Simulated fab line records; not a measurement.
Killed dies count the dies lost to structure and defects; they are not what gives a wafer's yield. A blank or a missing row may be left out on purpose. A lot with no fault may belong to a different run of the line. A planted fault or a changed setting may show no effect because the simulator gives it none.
Matching of chambers + flow nandHarc + 3 sister chambers for NHARC_A_STAIRCASE_DEP_417 on pecvd-03
The step deposits Si3N4, target thk 60 nm. 16 wafers are shown with their chamber, then 8 later ones without.

== WAFERS WITH THEIR CHAMBER ==
| wafer  | chamber | heaterPowerW (W) | rfFwdPowerW (W) |
|--------|---------|------------------|-----------------|
| L075.1 | 1       | 730              | 449.0           |
| L075.2 | 2       | 766              | 450.9           |
| L075.5 | 1       | 748              | 447.6           |
| L077.1 | 0       | 608              | 449.2           |
| L077.2 | 2       | 751              | 450.2           |
| L077.4 | 0       | 614              | 449.6           |
| L078.2 | 1       | 751              | 451.4           |
| L078.4 | 2       | 785              | 450.1           |
| L078.5 | 0       | 673              | 446.7           |
| L080.2 | 2       | 771              | 447.4           |
| L080.3 | 1       | 752              | 448.9           |
| L080.5 | 0       | 691              | 447.9           |
| L081.4 | 2       | 779              | 450.1           |
| L081.5 | 1       | 794              | 450.2           |
| L081.6 | 0       | 587              | 452.4           |
| L083.2 | 2       | 702              | 452.6           |

SIGNATURES, as means of the wafers listed above
| reading      | chamber 0 | chamber 1 | chamber 2 | scatter within a chamber |
|--------------|-----------|-----------|-----------|--------------------------|
| heaterPowerW | 634.60    | 755.00    | 759.00    | 33.8                     |
| rfFwdPowerW  | 449.160   | 449.420   | 450.217   | 1.77                     |
Rule: for each reading, subtract the chamber's mean from the wafer's reading, divide by that reading's scatter and square the result; add these up over the readings and take the root, which gives the wafer's distance from the chamber. If the next closest chamber is less than 2 further off than the closest, the wafer can't be placed; otherwise it belongs to the closest. The scatter is the square root of a quotient: the sum, over the shown wafers, of each reading's squared deviation from its chamber's mean, divided by wafers minus chambers.

== WAFERS WITHOUT THEIR CHAMBER ==
| wafer  | heaterPowerW (W) | rfFwdPowerW (W) |
|--------|------------------|-----------------|
| L083.3 | 599              | 451.4           |
| L083.5 | 710              | 449.8           |
| L084.1 | 724              | 449.4           |
| L084.2 | 701              | 448.2           |
| L084.6 | 720              | 450.5           |
| L094.1 | 705              | 450.5           |
| L094.3 | 752              | 449.0           |
| L094.4 | 711              | 449.3           |

== THE CHAMBER EACH PASSED THROUGH ==
| wafer  | from the rows above          | in truth |
|--------|------------------------------|----------|
| L083.3 | 0                            | 0        |
| L083.5 | can't be placed: 1 or 2 or 0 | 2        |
| L084.1 | can't be placed: 1 or 2 or 0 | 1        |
| L084.2 | can't be placed: 1 or 0 or 2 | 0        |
| L084.6 | can't be placed: 2 or 1 or 0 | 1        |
| L094.1 | can't be placed: 1 or 2 or 0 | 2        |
| L094.3 | can't be placed: 1 or 2      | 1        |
| L094.4 | can't be placed: 1 or 2 or 0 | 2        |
Correct placement for 1 of the 8. From these rows, 7 cannot be placed; in 7 the true chamber is one of the candidates. Number placed wrongly: 0.
